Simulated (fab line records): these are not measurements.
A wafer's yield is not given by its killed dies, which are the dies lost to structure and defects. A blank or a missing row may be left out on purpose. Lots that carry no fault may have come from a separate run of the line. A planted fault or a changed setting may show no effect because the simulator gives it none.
Chamber matching | flow nand harc | NHARC_A_CONTACT_DEP_29 on pecvd-01: 3 sister chambers
The step deposits SiON, target thk 100 nm. 3 wafers are shown with their chamber, then 10 later ones without.

## WAFERS WITH THEIR CHAMBER
wafer  | chamber | heater power w (W)
L088.3 | 2       | 946
L092.1 | 1       | 683
L092.4 | 0       | 756

## WAFERS WHOSE CHAMBER IS MISSING
wafer  | heater power w (W)
L092.5 | 707
L091.2 | 697
L091.4 | 860
L091.5 | 658
L097.3 | 934
L097.4 | 847
L097.6 | 718
L096.1 | 854
L096.5 | 784
L096.6 | 896

## WHICH CHAMBER EACH WENT THROUGH
wafer  | from the rows above          | in truth
L092.5 | can't be placed: 1 or 0      | 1
L091.2 | can't be placed: 1 or 0      | 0
L091.4 | can't be placed: 2 or 0 or 1 | 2
L091.5 | can't be placed: 1 or 0      | 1
L097.3 | 2                            | 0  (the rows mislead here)
L097.4 | can't be placed: 0 or 2 or 1 | 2
L097.6 | can't be placed: 1 or 0      | 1
L096.1 | can't be placed: 2 or 0 or 1 | 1
L096.5 | can't be placed: 0 or 1      | 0
L096.6 | can't be placed: 2 or 0      | 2
0 of 10 placed correctly. Unplaceable from these rows: 9, with the true chamber sitting among the candidates in 9. Number placed wrongly: 1.
How it was worked out, from the rows above alone: a wafer's distance from a chamber is the root of the sum, over the readings, of the square of ((its reading less the chamber's mean) divided by the reading's scatter). The wafer belongs to the nearest chamber; if the next one is less than 2 further off, it can't be placed. For every chamber, the mean is computed from those of its wafers that are shown. The scatter: with one shown wafer a chamber, the root of the mean of the squares of how far each hidden wafer lies from its nearest shown one.
